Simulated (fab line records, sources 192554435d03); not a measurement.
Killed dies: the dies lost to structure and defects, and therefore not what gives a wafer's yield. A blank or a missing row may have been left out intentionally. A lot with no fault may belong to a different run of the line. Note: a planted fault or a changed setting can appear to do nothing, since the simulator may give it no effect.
fab line records / flow n5-finfet
record lots=4 wafers=12 last-day=21
route steps=1938 shown BEOL_M7@1308 BEOL_M8@1332 BEOL_M15@1830 PASSIVATION@1936
lots untouched by any fault: they come from a run of this same line in which no faults occurred
start-h: hours from the record's opening day to when the first of the lot's shown wafers began / wait-h: hours since the lot's step before / " the same as in the row above / L1.1+2: a single row standing in for several wafers / - either no value or no given start / * or withheld: withheld / < > ~ a bound
route shown NAME@n: names a module that has steps shown in the file, with the first one's number in the route / usual: mean/standard deviation of fault-free wafers / same: alike in all rows / chamber/n: place in a boat / sites: per-site readings / _std_site: their standard deviation / _edge_site: mean of outer sites minus mean of inner sites / radius-mm: how far each site lies from the wafer's centre / mask NAME#n: copy n / behind: the most recent tool/chamber to have shaped the wafer / hold: reason for holding the lot/hours on hold/outcome of the hold / device: whichever transistor did not switch (one of n, p or np) / end of line: the same wafers' tests at the end of the route / a step with no rows: only its recipe / killed: the dies lost at the first sort to structure and to defects; this is not the yield of the wafer / map: dies across one wafer; x = killed, . = not, _ = none there
set.NAME: the run value of the setting; set.NAME@STEP: its run value at that earlier step / model.NAME: the simulator's own value behind a step, which no gauge read
lots at selected steps of the route; one table per step, one row per wafer
services: when a tool's chamber went out of use (start-h, in hours from the record's first day, below 0 if earlier), for how many hours, and the reason
## steps
# step N5_BEOL_M7_TRENCH_ETCH_37
# recipe chemistry=C4F6/O2 target-depth-a=934.78 target=SiCOH_lowk time-s=31.2 ion-energy-ev=250 pressure-mtorr=30 source-w=345 bias-w=185 Ar_flow_sccm=300 C4F6_flow_sccm=10 O2_flow_sccm=10
# step N5_BEOL_M7_ETCH_41
# recipe chemistry=CH3F/O2 target=SiCN target-depth-a=319 taper-deg=2 time-s=57.8 ion-energy-ev=120 mask-material=TiN pressure-mtorr=30 source-w=395 bias-w=75 Ar_flow_sccm=150 CH3F_flow_sccm=30 O2_flow_sccm=20
# step N5_BEOL_M7_STRIP_80
# recipe chemistry=N2/H2 time-s=10 power-w=450 temp-c=40 pressure-mtorr=20 rf-frequency-hz=6e+07 bias-power-w=7 n2-flow-sccm=200 h2-flow-sccm=200
# step N5_BEOL_M7_HM_STRIP_39
# recipe chemistry=peroxide-tin-strip material=TiN target-depth-a=250 temp-c=50 time-s=158
# step N5_BEOL_M7_SRD_40
# recipe time-s=30 temp-c=23 rinse-liquid=diw dry=ipa-marangoni
# step N5_BEOL_M7_PRECLEAN_42
# recipe chemistry=residue-remover time-s=60 temp-c=40
# step N5_BEOL_M7_SRD_43
# recipe time-s=30 temp-c=23 rinse-liquid=diw dry=ipa-marangoni
# step N5_BEOL_M7_CURE_75
# recipe temp-c=370 time-s=120 ambient=DMADMS/He material=SiCOH_lowk
# step N5_BEOL_M7_DEGAS_44
# recipe ambient=vacuum temp-c=250 time-s=60
# step N5_BEOL_M7_PRE_CLEAN_45
# recipe gas=H2/He time-s=30 temp-c=250
# step N5_BEOL_M7_ALD_77
# recipe material=TaN target-thk-a=20 temp-c=275 ald-precursor-family=PDMAT ald-co-reactant=NH3 pressure-torr=3 carrier-flow-sccm=1500 pulse-time-s=2 purge-time-s=3 co-reactant-purge-time-s=2 co-reactant-pulse-time-s=3 ald-cycles=40 precursor-vessel-temp-c=75 precursor-vessel-pressure-torr=26.25 precursor-vessel-carrier-sccm=1000
# usual heater-power-w=439/44 mfc-carrier-sccm=1499/4.5 susceptor-temp-C=274.96/0.17
lot.wafer=L128.2 tool=ald-metal-03 chamber=3 start-h=304.98 wait-h=0.0 heater-power-w=463 mfc-carrier-sccm=1498 susceptor-temp-C=274.79
lot.wafer=L128.3 tool=ald-metal-03 chamber=2 start-h=304.98 wait-h=0.0 heater-power-w=382 mfc-carrier-sccm=1497 susceptor-temp-C=274.95
lot.wafer=L128.6 tool=ald-metal-03 chamber=0 start-h=304.98 wait-h=0.0 heater-power-w=460 mfc-carrier-sccm=1507 susceptor-temp-C=275.08
lot.wafer=L138.1 tool=ald-metal-03 chamber=1 start-h=343.41 wait-h=0.2 heater-power-w=378 mfc-carrier-sccm=1500 susceptor-temp-C=275.08
lot.wafer=L138.4 tool=ald-metal-03 chamber=0 start-h=343.41 wait-h=0.2 heater-power-w=465 mfc-carrier-sccm=1498 susceptor-temp-C=275.03
lot.wafer=L138.5 tool=ald-metal-03 chamber=0 start-h=343.41 wait-h=0.2 heater-power-w=455 mfc-carrier-sccm=1498 susceptor-temp-C=275.20
lot.wafer=L143.1 tool=ald-metal-03 chamber=3 start-h=385.66 wait-h=0.1 heater-power-w=460 mfc-carrier-sccm=1501 susceptor-temp-C=274.90
lot.wafer=L143.4 tool=ald-metal-03 chamber=2 start-h=385.66 wait-h=0.1 heater-power-w=395 mfc-carrier-sccm=1502 susceptor-temp-C=274.93
lot.wafer=L143.5 tool=ald-metal-03 chamber=0 start-h=385.66 wait-h=0.1 heater-power-w=459 mfc-carrier-sccm=1493 susceptor-temp-C=275.09
lot.wafer=L148.2 tool=ald-metal-01 chamber=1 start-h=419.07 wait-h=0.1 heater-power-w=477 mfc-carrier-sccm=1503 susceptor-temp-C=275.20
lot.wafer=L148.4 tool=ald-metal-01 chamber=3 start-h=419.07 wait-h=0.1 heater-power-w=461 mfc-carrier-sccm=1500 susceptor-temp-C=274.97
lot.wafer=L148.5 tool=ald-metal-01 chamber=1 start-h=419.07 wait-h=0.1 heater-power-w=476 mfc-carrier-sccm=1504 susceptor-temp-C=275.15
# step N5_BEOL_M7_SURFACE_TREAT_79
# recipe gas=Ar time-s=* ion-energy-ev=* ion-current-ma-cm2=0.5 pressure-mtorr=* ar-flow-sccm=30
# step N5_BEOL_M7_CVD_78
# recipe material=Co target-thk-a=20 temp-c=withheld precursor=CCTBA/H2 pressure-torr=30 time-s=142.3
# step N5_BEOL_M7_SPUTTER_48
# recipe material=Cu target-thk-a=100 temp-c=-20 bias-v=60 power-w=26000 chamber-pressure-pa=0.13 time-s=1.667
# step N5_BEOL_M7_ECD_50
# recipe material=Cu target-thk-a=3000
# step N5_BEOL_M7_ANNEAL_51
# recipe temp-c=225 time-s=90 ambient=N2
# step N5_BEOL_M7_CMP_52
# recipe stop-on=SiCOH_lowk t-overpolish-s=6.9 down-force-psi=1 platen-rpm=50 clearing-platen-down-force-psi=1.5 clearing-platen-rpm=50 post-cmp-clean=cu-alkaline target-thk-nm=80 clearing-platen-pad-velocity-m-s=0.99484 pad-velocity-m-s=0.99484
# step N5_BEOL_M7_PRE_CLEAN_55
# recipe gas=NH3 time-s=15 temp-c=withheld rf-power-w=300
# step N5_BEOL_M7_DEP_56
# recipe material=SiCN target-thk-a=100 temp-c=withheld precursor=3MS/NH3 pressure-torr=3 rf-w=202 time-s=17.5
# step N5_BEOL_M8_ILD_DEP_00
# recipe material=SiCOH_lowk target-thk-a=1797.5 temp-c=300 precursor=DEMS/porogen pressure-torr=5 rf-w=500 time-s=33.4
# step N5_BEOL_M8_CURE_74
# recipe temp-c=385 time-s=240 ambient=He/Ar material=SiCOH_lowk
# step N5_BEOL_M8_PECVD_70
# recipe material=SiO2 target-thk-a=200 temp-c=400 precursor=TEOS/O2 pressure-torr=5.5 rf-w=450 teos-flow-sccm=53.8 gas=O2 flow-sccm=3000 time-s=22.7
# step N5_BEOL_M8_HM_DEP_02
# recipe material=TiN target-thk-a=200 temp-c=25 chamber-pressure-pa=0.49996
# step N5_BEOL_M8_COAT_59
# recipe resist=SOC temp-c=250 time-s=60 spin-rpm=1500 resist-thk-nm=100
# step N5_BEOL_M8_COAT_60
# recipe resist=SiARC temp-c=220 time-s=60 spin-rpm=1500 resist-thk-nm=35
# step N5_BEOL_M8_COAT_05
# recipe resist=CAR-ArF spin-rpm=1500 resist-thk-nm=90
# step N5_BEOL_M8_EBR_07
# recipe solvent=PGMEA ebr-width-mm=1.5
# step N5_BEOL_M8_SOFTBAKE_06
# recipe temp-c=110 time-s=60 resist=CAR-ArF
# step N5_BEOL_M8_EXPOSE_08
# recipe mask-id=M8 na=1.35 source-shape=dipole sigma-inner=0.817 sigma-outer=0.97 polarization=te dose-mj=68.25
# step N5_BEOL_M8_PEB_09
# recipe peb-temp-c=withheld peb-time-s=60 resist=CAR-ArF
# step N5_BEOL_M8_DEVELOP_10
# recipe develop-time-s=30 developer=TMAH resist=CAR-ArF rinse-liquid=diw dry=air-spin dev-temp-c=23
# step N5_BEOL_M8_DESCUM_16
# recipe chemistry=O2 time-s=7.9 source-power-w=50 bias-power-w=20 pressure-mtorr=20 rf-frequency-hz=2.712e+07 temp-c=40 resist=CAR-ArF o2-flow-sccm=225
# step N5_BEOL_M8_ETCH_61
# recipe chemistry=CF4 target=SiARC target-depth-a=455 mask-material=CAR-ArF time-s=75.8 ion-energy-ev=80 pressure-mtorr=40 source-w=545 bias-w=36 Ar_flow_sccm=100 cf4-flow-sccm=100 ends=cleared
# step N5_BEOL_M15_RC_MEAS_101
# usual COMB_M10=1.5e-11/3.1e-12 COMB_M11=1.42e-11/2.6e-12 COMB_M12=6.6e-12/1.5e-12 COMB_M13=5e-12/1.3e-12 COMB_M14=3.6e-12/6.7e-13 COMB_M15=2.5e-12/6.2e-13 COMB_M5=3.6e-11/7e-12 COMB_M6=2.5e-11/4.8e-12 COMB_M6_max_site=3.6e-11/8.2e-12 COMB_M7=2.6e-11/5.1e-12 COMB_M7_max_site=3.7e-11/9.9e-12 COMB_M8=2.6e-11/5.6e-12 COMB_M9=1.42e-11/2.8e-12 SERP_M10=3.09/0.12 SERP_M11=3.08/0.1 SERP_M11_max_site=3.16/0.11 SERP_M12=0.643/0.024 SERP_M13=0.313/0.0086 SERP_M14=0.161/0.0059 SERP_M14_max_site=0.163/0.006 SERP_M5=38.8/2 SERP_M6=13.9/0.81 SERP_M7=13.7/0.69 SERP_M8=14.1/0.76 SERP_M9=3.10/0.11
lot.wafer=L128.2 tool=prober-01 chamber=0 start-h=374.19 wait-h=0.2 COMB_M10[S/m]=1.2e-11 COMB_M11[S/m]=1.18e-11 COMB_M12[S/m]=6.1e-12 COMB_M13[S/m]=9.7e-12 COMB_M14[S/m]=2.5e-12 COMB_M15[S/m]=3e-12 COMB_M5[S/m]=4.8e-11 COMB_M6[S/m]=2.7e-11 COMB_M6_max_site[S/m]=3.7e-11 COMB_M7[S/m]=2.4e-11 COMB_M7_max_site[S/m]=3.8e-11 COMB_M8[S/m]=3.5e-11 COMB_M9[S/m]=1.06e-11 SERP_M10[ohm/um]=2.89 SERP_M11[ohm/um]=3.19 SERP_M11_max_site[ohm/um]=3.25 SERP_M12[ohm/um]=0.645 SERP_M13[ohm/um]=0.300 SERP_M14[ohm/um]=0.157 SERP_M14_max_site[ohm/um]=0.159 SERP_M5[ohm/um]=39.9 SERP_M6[ohm/um]=14.6 SERP_M7[ohm/um]=14.1 SERP_M8[ohm/um]=14.3 SERP_M9[ohm/um]=3.23
lot.wafer=L128.3 tool=prober-01 chamber=0 start-h=374.19 wait-h=0.2 COMB_M10[S/m]=1.3e-11 COMB_M11[S/m]=1.28e-11 COMB_M12[S/m]=6.5e-12 COMB_M13[S/m]=6.2e-12 COMB_M14[S/m]=3.5e-12 COMB_M15[S/m]=2.6e-12 COMB_M5[S/m]=2.9e-11 COMB_M6[S/m]=3e-11 COMB_M6_max_site[S/m]=4.5e-11 COMB_M7[S/m]=2.7e-11 COMB_M7_max_site[S/m]=4.8e-11 COMB_M8[S/m]=2.9e-11 COMB_M9[S/m]=1.26e-11 SERP_M10[ohm/um]=3.17 SERP_M11[ohm/um]=3.12 SERP_M11_max_site[ohm/um]=3.20 SERP_M12[ohm/um]=0.660 SERP_M13[ohm/um]=0.307 SERP_M14[ohm/um]=0.165 SERP_M14_max_site[ohm/um]=0.167 SERP_M5[ohm/um]=37.3 SERP_M6[ohm/um]=13.8 SERP_M7[ohm/um]=14.4 SERP_M8[ohm/um]=14.3 SERP_M9[ohm/um]=3.08
lot.wafer=L128.6 tool=prober-01 chamber=0 start-h=374.19 wait-h=0.2 COMB_M10[S/m]=1e-11 COMB_M11[S/m]=1.37e-11 COMB_M12[S/m]=5.8e-12 COMB_M13[S/m]=4.5e-12 COMB_M14[S/m]=3.2e-12 COMB_M15[S/m]=2.7e-12 COMB_M5[S/m]=3.2e-11 COMB_M6[S/m]=2.1e-11 COMB_M6_max_site[S/m]=2.8e-11 COMB_M7[S/m]=1.9e-11 COMB_M7_max_site[S/m]=2.8e-11 COMB_M8[S/m]=2.8e-11 COMB_M9[S/m]=1.36e-11 SERP_M10[ohm/um]=3.21 SERP_M11[ohm/um]=3.18 SERP_M11_max_site[ohm/um]=3.23 SERP_M12[ohm/um]=0.632 SERP_M13[ohm/um]=0.301 SERP_M14[ohm/um]=0.153 SERP_M14_max_site[ohm/um]=0.155 SERP_M5[ohm/um]=37.3 SERP_M6[ohm/um]=13.1 SERP_M7[ohm/um]=14.3 SERP_M8[ohm/um]=13.3 SERP_M9[ohm/um]=3.09
lot.wafer=L138.1 tool=prober-02 chamber=0 start-h=403.75 wait-h=0.0 COMB_M10[S/m]=1.6e-11 COMB_M11[S/m]=1.56e-11 COMB_M12[S/m]=8.6e-12 COMB_M13[S/m]=5.7e-12 COMB_M14[S/m]=4e-12 COMB_M15[S/m]=2.4e-12 COMB_M5[S/m]=4e-11 COMB_M6[S/m]=2.8e-11 COMB_M6_max_site[S/m]=4.3e-11 COMB_M7[S/m]=3.3e-11 COMB_M7_max_site[S/m]=1.76e-10 COMB_M8[S/m]=2.6e-11 COMB_M9[S/m]=2.07e-11 SERP_M10[ohm/um]=3.12 SERP_M11[ohm/um]=3.17 SERP_M11_max_site[ohm/um]=3.26 SERP_M12[ohm/um]=0.659 SERP_M13[ohm/um]=0.320 SERP_M14[ohm/um]=0.168 SERP_M14_max_site[ohm/um]=0.170 SERP_M5[ohm/um]=41.1 SERP_M6[ohm/um]=14.1 SERP_M7[ohm/um]=13.6 SERP_M8[ohm/um]=14.9 SERP_M9[ohm/um]=3.01
lot.wafer=L138.4 tool=prober-02 chamber=0 start-h=403.75 wait-h=0.0 COMB_M10[S/m]=1.6e-11 COMB_M11[S/m]=1.79e-11 COMB_M12[S/m]=4.9e-12 COMB_M13[S/m]=4e-12 COMB_M14[S/m]=3.1e-12 COMB_M15[S/m]=3.1e-12 COMB_M5[S/m]=3.3e-11 COMB_M6[S/m]=2.4e-11 COMB_M6_max_site[S/m]=3.8e-11 COMB_M7[S/m]=4.3e-11 COMB_M7_max_site[S/m]=2.71e-10 COMB_M8[S/m]=2.2e-11 COMB_M9[S/m]=1.79e-11 SERP_M10[ohm/um]=3.12 SERP_M11[ohm/um]=3.02 SERP_M11_max_site[ohm/um]=3.12 SERP_M12[ohm/um]=0.623 SERP_M13[ohm/um]=0.315 SERP_M14[ohm/um]=0.164 SERP_M14_max_site[ohm/um]=0.167 SERP_M5[ohm/um]=37.7 SERP_M6[ohm/um]=14.4 SERP_M7[ohm/um]=13.3 SERP_M8[ohm/um]=16.7 SERP_M9[ohm/um]=3.26
lot.wafer=L138.5 tool=prober-02 chamber=0 start-h=403.75 wait-h=0.0 COMB_M10[S/m]=1.2e-11 COMB_M11[S/m]=1.53e-11 COMB_M12[S/m]=6.9e-12 COMB_M13[S/m]=5.1e-12 COMB_M14[S/m]=3.6e-12 COMB_M15[S/m]=2.1e-12 COMB_M5[S/m]=4.5e-11 COMB_M6[S/m]=2.1e-11 COMB_M6_max_site[S/m]=2.5e-11 COMB_M7[S/m]=3.6e-11 COMB_M7_max_site[S/m]=2e-10 COMB_M8[S/m]=2.2e-11 COMB_M9[S/m]=1.74e-11 SERP_M10[ohm/um]=3.01 SERP_M11[ohm/um]=2.97 SERP_M11_max_site[ohm/um]=3.05 SERP_M12[ohm/um]=0.615 SERP_M13[ohm/um]=0.320 SERP_M14[ohm/um]=0.161 SERP_M14_max_site[ohm/um]=0.163 SERP_M5[ohm/um]=39.7 SERP_M6[ohm/um]=14.6 SERP_M7[ohm/um]=12.8 SERP_M8[ohm/um]=15.2 SERP_M9[ohm/um]=3.09
lot.wafer=L143.1 tool=prober-01 chamber=0 start-h=441.54 wait-h=0.0 COMB_M10[S/m]=2.2e-11 COMB_M11[S/m]=1.36e-11 COMB_M12[S/m]=6.3e-12 COMB_M13[S/m]=5e-12 COMB_M14[S/m]=3.8e-12 COMB_M15[S/m]=1.9e-12 COMB_M5[S/m]=2.7e-11 COMB_M6[S/m]=2.3e-11 COMB_M6_max_site[S/m]=3.9e-11 COMB_M7[S/m]=5.3e-11 COMB_M7_max_site[S/m]=2.63e-10 COMB_M8[S/m]=3.1e-11 COMB_M9[S/m]=1.22e-11 SERP_M10[ohm/um]=3.15 SERP_M11[ohm/um]=3.12 SERP_M11_max_site[ohm/um]=3.23 SERP_M12[ohm/um]=0.626 SERP_M13[ohm/um]=0.327 SERP_M14[ohm/um]=0.161 SERP_M14_max_site[ohm/um]=0.162 SERP_M5[ohm/um]=38.0 SERP_M6[ohm/um]=12.8 SERP_M7[ohm/um]=12.5 SERP_M8[ohm/um]=12.6 SERP_M9[ohm/um]=3.12
lot.wafer=L143.4 tool=prober-01 chamber=0 start-h=441.54 wait-h=0.0 COMB_M10[S/m]=1.5e-11 COMB_M11[S/m]=1.31e-11 COMB_M12[S/m]=5.5e-12 COMB_M13[S/m]=4.6e-12 COMB_M14[S/m]=2.6e-12 COMB_M15[S/m]=1.8e-12 COMB_M5[S/m]=3.9e-11 COMB_M6[S/m]=2.5e-11 COMB_M6_max_site[S/m]=3.4e-11 COMB_M7[S/m]=3.4e-11 COMB_M7_max_site[S/m]=1.99e-10 COMB_M8[S/m]=1.9e-11 COMB_M9[S/m]=1.14e-11 SERP_M10[ohm/um]=2.98 SERP_M11[ohm/um]=2.98 SERP_M11_max_site[ohm/um]=3.04 SERP_M12[ohm/um]=0.657 SERP_M13[ohm/um]=0.336 SERP_M14[ohm/um]=0.154 SERP_M14_max_site[ohm/um]=0.156 SERP_M5[ohm/um]=42.1 SERP_M6[ohm/um]=14.9 SERP_M7[ohm/um]=11.8 SERP_M8[ohm/um]=12.6 SERP_M9[ohm/um]=3.14
lot.wafer=L143.5 tool=prober-01 chamber=0 start-h=441.54 wait-h=0.0 COMB_M10[S/m]=1.8e-11 COMB_M11[S/m]=1.48e-11 COMB_M12[S/m]=4.4e-12 COMB_M13[S/m]=5.6e-12 COMB_M14[S/m]=3.7e-12 COMB_M15[S/m]=2.2e-12 COMB_M5[S/m]=3.8e-11 COMB_M6[S/m]=3.2e-11 COMB_M6_max_site[S/m]=5.6e-11 COMB_M7[S/m]=2.6e-11 COMB_M7_max_site[S/m]=2.09e-10 COMB_M8[S/m]=1.8e-11 COMB_M9[S/m]=1.55e-11 SERP_M10[ohm/um]=3.14 SERP_M11[ohm/um]=3.01 SERP_M11_max_site[ohm/um]=3.08 SERP_M12[ohm/um]=0.650 SERP_M13[ohm/um]=0.330 SERP_M14[ohm/um]=0.158 SERP_M14_max_site[ohm/um]=0.160 SERP_M5[ohm/um]=40.2 SERP_M6[ohm/um]=14.6 SERP_M7[ohm/um]=12.6 SERP_M8[ohm/um]=13.6 SERP_M9[ohm/um]=3.03
lot.wafer=L148.2 tool=prober-01 chamber=0 start-h=483.70 wait-h=0.2 COMB_M10[S/m]=1e-11 COMB_M11[S/m]=1.6e-11 COMB_M12[S/m]=7.6e-12 COMB_M13[S/m]=7.7e-12 COMB_M14[S/m]=2.6e-12 COMB_M15[S/m]=2.2e-12 COMB_M5[S/m]=3.4e-11 COMB_M6[S/m]=3.5e-11 COMB_M6_max_site[S/m]=6e-11 COMB_M7[S/m]=2.2e-11 COMB_M7_max_site[S/m]=3.2e-11 COMB_M8[S/m]=3.3e-11 COMB_M9[S/m]=1.11e-11 SERP_M10[ohm/um]=2.99 SERP_M11[ohm/um]=3.22 SERP_M11_max_site[ohm/um]=3.26 SERP_M12[ohm/um]=0.640 SERP_M13[ohm/um]=0.328 SERP_M14[ohm/um]=0.158 SERP_M14_max_site[ohm/um]=0.159 SERP_M5[ohm/um]=39.9 SERP_M6[ohm/um]=13.7 SERP_M7[ohm/um]=13.2 SERP_M8[ohm/um]=13.7 SERP_M9[ohm/um]=3.25
lot.wafer=L148.4 tool=prober-01 chamber=0 start-h=483.70 wait-h=0.2 COMB_M10[S/m]=1.4e-11 COMB_M11[S/m]=1.36e-11 COMB_M12[S/m]=7.3e-12 COMB_M13[S/m]=4e-12 COMB_M14[S/m]=3e-12 COMB_M15[S/m]=1.4e-12 COMB_M5[S/m]=3.2e-11 COMB_M6[S/m]=2.1e-11 COMB_M6_max_site[S/m]=3.1e-11 COMB_M7[S/m]=2.5e-11 COMB_M7_max_site[S/m]=2.7e-11 COMB_M8[S/m]=2.6e-11 COMB_M9[S/m]=1.04e-11 SERP_M10[ohm/um]=2.97 SERP_M11[ohm/um]=3.04 SERP_M11_max_site[ohm/um]=3.14 SERP_M12[ohm/um]=0.648 SERP_M13[ohm/um]=0.318 SERP_M14[ohm/um]=0.157 SERP_M14_max_site[ohm/um]=0.159 SERP_M5[ohm/um]=36.0 SERP_M6[ohm/um]=13.1 SERP_M7[ohm/um]=13.4 SERP_M8[ohm/um]=13.8 SERP_M9[ohm/um]=2.98
lot.wafer=L148.5 tool=prober-01 chamber=0 start-h=483.70 wait-h=0.2 COMB_M10[S/m]=1.1e-11 COMB_M11[S/m]=1.62e-11 COMB_M12[S/m]=5.9e-12 COMB_M13[S/m]=3.9e-12 COMB_M14[S/m]=3.1e-12 COMB_M15[S/m]=1.6e-12 COMB_M5[S/m]=3.4e-11 COMB_M6[S/m]=2.7e-11 COMB_M6_max_site[S/m]=3.6e-11 COMB_M7[S/m]=2.6e-11 COMB_M7_max_site[S/m]=3.2e-11 COMB_M8[S/m]=3.2e-11 COMB_M9[S/m]=1.21e-11 SERP_M10[ohm/um]=3.09 SERP_M11[ohm/um]=3.00 SERP_M11_max_site[ohm/um]=3.21 SERP_M12[ohm/um]=0.644 SERP_M13[ohm/um]=0.329 SERP_M14[ohm/um]=0.167 SERP_M14_max_site[ohm/um]=0.169 SERP_M5[ohm/um]=39.1 SERP_M6[ohm/um]=14.0 SERP_M7[ohm/um]=12.6 SERP_M8[ohm/um]=13.6 SERP_M9[ohm/um]=3.29
# step N5_PASSIVATION_PROBE_49
# usual defect-limited-yield=91.1/1.4 killed_at_M0_to_M3=34/9.6 killed_at_M4_up=15/5.3 killed-at-contacts=12/6.1 killed-at-front-end=40/11 killed-at-other=3.5/2.8 killed-dies=105/17 killed-open=70/12 killed-short=34/7.7 sort_bin_4_leakage=0.01/0.07 sort_bin_5_function=5.2/0.97 sort_bin_6_memory=3.4/0.62 sort-n-pass=1075/17 sort-yield-pct=91.1/1.4
# same gross-dies=1180 killed-at-back-side=0 sort_bin_8_speed[%]=0
lot.wafer=L138.1 tool=prober-01 chamber=- start-h=420.52 wait-h=0.0 defect-limited-yield[%]=93.4 killed_at_M0_to_M3=22 killed_at_M4_up=11 killed-at-contacts=13 killed-at-front-end=26 killed-at-other=6 killed-dies=78 killed-open=46 killed-short=30 sort_bin_4_leakage[%]=0.17 sort_bin_5_function[%]=4.1 sort_bin_6_memory[%]=2.1 sort-n-pass=1102 sort-yield-pct[%]=93.4
lot.wafer=L138.4 tool=prober-01 chamber=- start-h=420.67 wait-h=0.2 defect-limited-yield[%]=90.5 killed_at_M0_to_M3=40 killed_at_M4_up=17 killed-at-contacts=7 killed-at-front-end=45 killed-at-other=3 killed-dies=112 killed-open=67 killed-short=33 sort_bin_4_leakage[%]=0.08 sort_bin_5_function[%]=5.3 sort_bin_6_memory[%]=3.0 sort-n-pass=1068 sort-yield-pct[%]=90.5
lot.wafer=L138.5 tool=prober-01 chamber=- start-h=420.72 wait-h=0.2 defect-limited-yield[%]=90.8 killed_at_M0_to_M3=23 killed_at_M4_up=22 killed-at-contacts=7 killed-at-front-end=55 killed-at-other=2 killed-dies=109 killed-open=73 killed-short=26 sort_bin_4_leakage[%]=0.08 sort_bin_5_function[%]=5.2 sort_bin_6_memory[%]=3.0 sort-n-pass=1071 sort-yield-pct[%]=90.8
lot.wafer=L143.1 tool=prober-01 chamber=- start-h=456.93 wait-h=0.0 defect-limited-yield[%]=92.6 killed_at_M0_to_M3=29 killed_at_M4_up=21 killed-at-contacts=6 killed-at-front-end=30 killed-at-other=1 killed-dies=87 killed-open=45 killed-short=21 sort_bin_4_leakage[%]=0.51 sort_bin_5_function[%]=3.3 sort_bin_6_memory[%]=2.2 sort-n-pass=1093 sort-yield-pct[%]=92.6
lot.wafer=L143.4 tool=prober-01 chamber=- start-h=457.08 wait-h=0.2 defect-limited-yield[%]=91.7 killed_at_M0_to_M3=28 killed_at_M4_up=16 killed-at-contacts=16 killed-at-front-end=34 killed-at-other=4 killed-dies=98 killed-open=73 killed-short=24 sort_bin_4_leakage[%]=0.08 sort_bin_5_function[%]=4.9 sort_bin_6_memory[%]=3.2 sort-n-pass=1082 sort-yield-pct[%]=91.7
lot.wafer=L143.5 tool=prober-01 chamber=- start-h=457.13 wait-h=0.2 defect-limited-yield[%]=90.5 killed_at_M0_to_M3=25 killed_at_M4_up=18 killed-at-contacts=8 killed-at-front-end=59 killed-at-other=2 killed-dies=112 killed-open=64 killed-short=35 sort_bin_4_leakage[%]=0.25 sort_bin_5_function[%]=5.5 sort_bin_6_memory[%]=2.5 sort-n-pass=1068 sort-yield-pct[%]=90.5
# killed by level:class
L138.1 MOL_CONTACT_COAG:geometric-particle:open=11 FIN_SAQP:geometric-particle:open=10 FIN_SAQP:geometric-particle:short=8 BEOL_M0_SAQP:geometric-particle:short=6 BEOL_M3:geometric-particle:open=5 BEOL_M2:geometric-particle:open=4 BEOL_M2:geometric-particle:short=3 MIM_BOT:geometric-particle:open=3
L138.4 FIN_SAQP:geometric-particle:open=11 HKMG_FIN:area-etch=11 FIN_SAQP:geometric-particle:short=9 BEOL_M1:geometric-particle:open=9 BEOL_M0_SAQP:geometric-particle:open=9 MOL_CONTACT_COAG:geometric-particle:open=6 BEOL_M4:geometric-particle:open=6 BEOL_M0_SAQP:geometric-particle:short=6
L138.5 BEOL_M4:geometric-particle:open=12 BEOL_M3:geometric-particle:open=9 HKMG_FIN:area-etch=9 FIN_SAQP:geometric-particle:open=8 GATE_CUT:geometric-particle:short=8 BEOL_M1:geometric-particle:open=7 DUMMY_GATE:geometric-particle:open=6 MOL_CONTACT_COAG:geometric-particle:open=6
L143.1 HKMG_FIN:area-etch=15 BEOL_M2:geometric-particle:open=10 BEOL_M0_SAQP:geometric-particle:short=8 BEOL_M0_SAQP:geometric-particle:open=6 M7:area-ald=6 MOL_CONTACT_COAG:geometric-particle:open=5 BEOL_M4:geometric-particle:open=4 DUMMY_GATE:geometric-particle:open=3
L143.4 MOL_CONTACT_COAG:geometric-particle:open=13 STI_FIN_REVEAL:geometric-particle:open=8 DUMMY_GATE:geometric-particle:open=8 BEOL_M2:geometric-particle:open=8 BEOL_M0_SAQP:geometric-particle:short=7 BEOL_M3:geometric-particle:open=6 BEOL_M6:geometric-particle:open=6 STARTING-WAFER:geometric-particle:open=4
L143.5 STI_FIN_REVEAL:geometric-particle:open=12 DUMMY_GATE:geometric-particle:open=12 HKMG_FIN:area-etch=9 BEOL_M4:geometric-particle:open=8 FIN_SAQP:geometric-particle:short=7 MOL_CONTACT_COAG:geometric-particle:open=6 BEOL_M0_SAQP:geometric-particle:short=6 BEOL_M0_SAQP:geometric-particle:open=5
## services
tool=ald-metal-01 chamber=- start-h=287.10 hours=10.4 kind=repair
tool=ald-metal-03 chamber=2 start-h=310.32 hours=1.9 kind=repair
tool=ald-metal-01 chamber=0 start-h=314.89 hours=2.4 kind=repair
tool=ald-metal-03 chamber=- start-h=354.52 hours=0.8 kind=repair
tool=ald-metal-03 chamber=0 start-h=378.50 hours=- kind=calibration
tool=ald-metal-01 chamber=- start-h=401.21 hours=6.0 kind=pm
tool=ald-metal-03 chamber=- start-h=416.73 hours=2.8 kind=pm
## key
first-sign step=N5_BEOL_M15_RC_MEAS_101 reading=COMB_M7 direction=up sigmas=2.3 usual=2.6e-11 struck=3.7e-11 wafers-moved=2
effect step=N5_BEOL_M15_RC_MEAS_101 reading=COMB_M7_max_site direction=up sigmas=19 usual=3.7e-11 struck=2.2e-10
met-at N5_BEOL_M7_ALD_77
struck-wafers L138.1,L138.4,L138.5,L143.1,L143.4,L143.5
baseline-loss step=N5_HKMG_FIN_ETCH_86 wafers=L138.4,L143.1
onset-between 304.98 343.41
fault kind=site-profile-drift tool=ald-metal-03 chamber=- onset-h=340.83 steps=N5_BEOL_M7_ALD_77 basis=fraction max-abs-drift=0.4591 slope-share-per-hr=102.02 site-pattern=0,0,0,0,0,-1,-1,-1,-1
# baseline-loss: these wafers lose ten dies or more at that step, a loss of the line's own and not of a fault; the sort's usual values leave them out
